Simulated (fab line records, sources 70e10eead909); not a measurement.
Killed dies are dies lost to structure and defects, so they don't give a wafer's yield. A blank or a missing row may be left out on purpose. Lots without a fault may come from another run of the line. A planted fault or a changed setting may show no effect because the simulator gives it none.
Chamber matching | flow nand_harc | NHARC_P_BONDPAD_ETCH_37 on rie_diel-12: 4 sister chambers
The step etches the open film in N2/H2, target depth 60 nm, overetch 18 nm, time 65.91 s. 16 wafers are shown with their chamber, then 8 later ones without.

WAFERS WITH THEIR CHAMBER
wafer  | chamber | showerhead_plenum_p_Torr (Torr) | drypump_motor_current_A (A) | rf_vpp_V (V)
L295.1 | 2       | 1.94                            | 5.3                         | 427.4
L295.3 | 1       | 2.03                            | 5.3                         | 429.6
L295.6 | 3       | 2.14                            | 5.8                         | 433.3
L296.3 | 2       | 1.94                            | 5.3                         | 427.4
L296.5 | 2       | 1.94                            | 5.3                         | 426.8
L296.6 | 1       | 2.03                            | 5.3                         | 430.0
L302.1 | 0       | 1.99                            | 5.9                         | 429.3
L302.2 | 3       | 2.14                            | 5.8                         | 432.5
L302.3 | 1       | 2.03                            | 5.3                         | 429.1
L305.1 | 3       | 2.14                            | 5.8                         | 434.6
L305.4 | 0       | 1.99                            | 5.8                         | 429.3
L305.5 | 2       | 1.93                            | 5.3                         | 426.6
L306.2 | 0       | 1.99                            | 5.8                         | 429.0
L306.4 | 1       | 2.03                            | 5.3                         | 428.8
L306.5 | 1       | 2.03                            | 5.3                         | 430.5
L308.2 | 3       | 2.14                            | 5.8                         | 433.2

SIGNATURES (means of the wafers above)
reading                  | chamber 0 | chamber 1 | chamber 2 | chamber 3 | scatter within a chamber
showerhead_plenum_p_Torr | 1.9900    | 2.0300    | 1.9375    | 2.1400    | 0.0025
drypump_motor_current_A  | 5.833     | 5.300     | 5.300     | 5.800     | 0.0236
rf_vpp_V                 | 429.200   | 429.600   | 427.050   | 433.400   | 0.628
Rule: a wafer's distance from a chamber is the root of the sum, over the readings, of the square of ((its reading less the chamber's mean) divided by the reading's scatter). The wafer belongs to the nearest chamber; if the next one is less than 2 further off, it can't be placed. The scatter: the root of (the sum of the squares of (reading less its chamber's mean) over the shown wafers, divided by (wafers less chambers)).

WAFERS WITHOUT THEIR CHAMBER
wafer  | showerhead_plenum_p_Torr (Torr) | drypump_motor_current_A (A) | rf_vpp_V (V)
L308.4 | 2.03                            | 5.3                         | 430.5
L308.5 | 1.99                            | 5.8                         | 429.3
L313.1 | 1.99                            | 5.8                         | 429.0
L313.3 | 2.14                            | 5.8                         | 433.8
L313.4 | 2.03                            | 5.3                         | 431.4
L314.2 | 1.99                            | 5.9                         | 429.1
L314.4 | 2.14                            | 5.8                         | 434.1
L314.6 | 1.99                            | 5.9                         | 428.8

WHICH CHAMBER EACH WENT THROUGH
wafer  | from the rows above | in truth
L308.4 | 1                   | 1
L308.5 | 0                   | 0
L313.1 | 0                   | 0
L313.3 | 3                   | 3
L313.4 | 1                   | 1
L314.2 | 0                   | 0
L314.4 | 3                   | 3
L314.6 | 0                   | 0
Placed correctly: 8 of 8. Can't be placed from these rows: 0. Placed wrongly: 0.
